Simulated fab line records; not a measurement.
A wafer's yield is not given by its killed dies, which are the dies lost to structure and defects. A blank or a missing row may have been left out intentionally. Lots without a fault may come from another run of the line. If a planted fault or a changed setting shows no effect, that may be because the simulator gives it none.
Chamber matching ; flow n5-finfet ; N5_BEOL_M10_CURE_71 on uv-cure-01: 3 sister chambers
The step cures SiCOH lowk, time 240 s. 14 wafers are shown with their chamber, then 7 later ones without.

== EACH WAFER AND ITS CHAMBER ==
wafer;chamber;wafer_temp_C_max;lamp-power-pct (%)
L074.2;0;386.6;52.24
L074.3;0;386.1;52.26
L074.4;0;386.6;52.28
L078.2;0;386.2;52.32
L078.3;0;386.0;52.28
L078.4;0;386.0;52.34
L077.3;0;385.7;52.30
L077.5;0;386.8;52.30
L077.6;0;386.5;52.29
L080.1;2;386.4;52.28
L080.3;2;386.1;52.37
L080.4;2;386.8;52.32
L087.3;1;388.7;52.35
L087.5;1;389.2;52.35

SIGNATURES (means of the wafers above)
reading;chamber 0;chamber 1;chamber 2;scatter within a chamber
wafer_temp_C_max;386.278;388.950;386.433;0.36
lamp-power-pct;52.2900;52.3500;52.3233;0.032
Rule: for each reading, subtract the chamber's mean from the wafer's reading, divide by that reading's scatter and square the result; add these up over the readings and take the root, which gives the wafer's distance from the chamber. The wafer belongs to the nearest chamber; if the next one is less than 2 further off, it can't be placed. How the scatter is found: for the shown wafers, subtract from each reading the mean of its chamber, square and add these, divide the total by (wafers less chambers), then take the root.

== WAFERS WITHOUT THEIR CHAMBER ==
wafer;wafer_temp_C_max;lamp-power-pct (%)
L087.6;387.4;52.28
L088.1;386.8;52.30
L088.5;386.6;52.36
L088.6;386.7;52.32
L094.3;386.6;52.32
L094.4;386.5;52.38
L094.6;386.4;52.29

== THE CHAMBER EACH PASSED THROUGH ==
wafer;from the rows above;in truth
L087.6;can't be placed: 2 or 0 or 1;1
L088.1;can't be placed: 2 or 0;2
L088.5;can't be placed: 2 or 0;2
L088.6;can't be placed: 2 or 0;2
L094.3;can't be placed: 2 or 0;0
L094.4;can't be placed: 2 or 0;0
L094.6;can't be placed: 0 or 2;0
Correct placement for 0 of the 7. Can't be placed from these rows: 7 (the true chamber is among the candidates in 7). Number placed wrongly: 0.
